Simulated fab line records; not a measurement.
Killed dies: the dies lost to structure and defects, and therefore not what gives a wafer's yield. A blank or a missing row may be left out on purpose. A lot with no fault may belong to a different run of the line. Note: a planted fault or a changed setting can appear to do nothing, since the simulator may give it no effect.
Chamber matching ; flow n5Finfet ; N5_HKMG_FIN_CMP_23 on cmp-03 has 4 sister chambers
The step polishes, stops on SiNx, t overpolish 10 s, target thk 46.326 nm. 4 wafers are shown with their chamber, then 12 later ones without.

## WAFERS PAIRED WITH THEIR CHAMBERS
wafer;chamber;motorCurrentA (A)
L081.4;2;11.6
L082.2;1;12.5
L084.5;3;13.1
L084.6;0;12.3

## WAFERS WITH NO CHAMBER GIVEN
wafer;motorCurrentA (A)
L088.1;12.1
L088.4;12.7
L088.5;14.0
L091.3;12.3
L091.4;13.2
L091.5;12.4
L091.1;12.8
L091.2;12.4
L091.6;12.5
L095.1;12.1
L095.4;12.7
L095.5;12.1

## WHICH CHAMBER EACH WENT THROUGH
wafer;from the rows above;in truth
L088.1;can't be placed: 0 or 1 or 2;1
L088.4;can't be placed: 1 or 0 or 3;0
L088.5;can't be placed: 3 or 1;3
L091.3;can't be placed: 0 or 1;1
L091.4;can't be placed: 3 or 1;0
L091.5;can't be placed: 0 or 1 or 3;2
L091.1;can't be placed: 3 or 1 or 0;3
L091.2;can't be placed: 0 or 1 or 3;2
L091.6;can't be placed: 1 or 0 or 3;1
L095.1;can't be placed: 0 or 1 or 2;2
L095.4;can't be placed: 1 or 0 or 3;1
L095.5;can't be placed: 0 or 1 or 2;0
Correctly placed: 0 of 12. Not placeable from these rows: 12 (in 9, the candidates include the true chamber). Number placed wrongly: 0.
How it was worked out, from the rows above alone: a wafer's distance from a chamber is the root of the sum, over the readings, of the square of ((its reading less the chamber's mean) divided by the reading's scatter). If the next closest chamber is less than 2 further off than the closest, the wafer can't be placed; otherwise it belongs to the closest. Each chamber's mean is taken over the wafers shown for it. The scatter (one wafer shown for each chamber): square how far every hidden wafer sits from the nearest shown wafer, average those squares and take the square root.
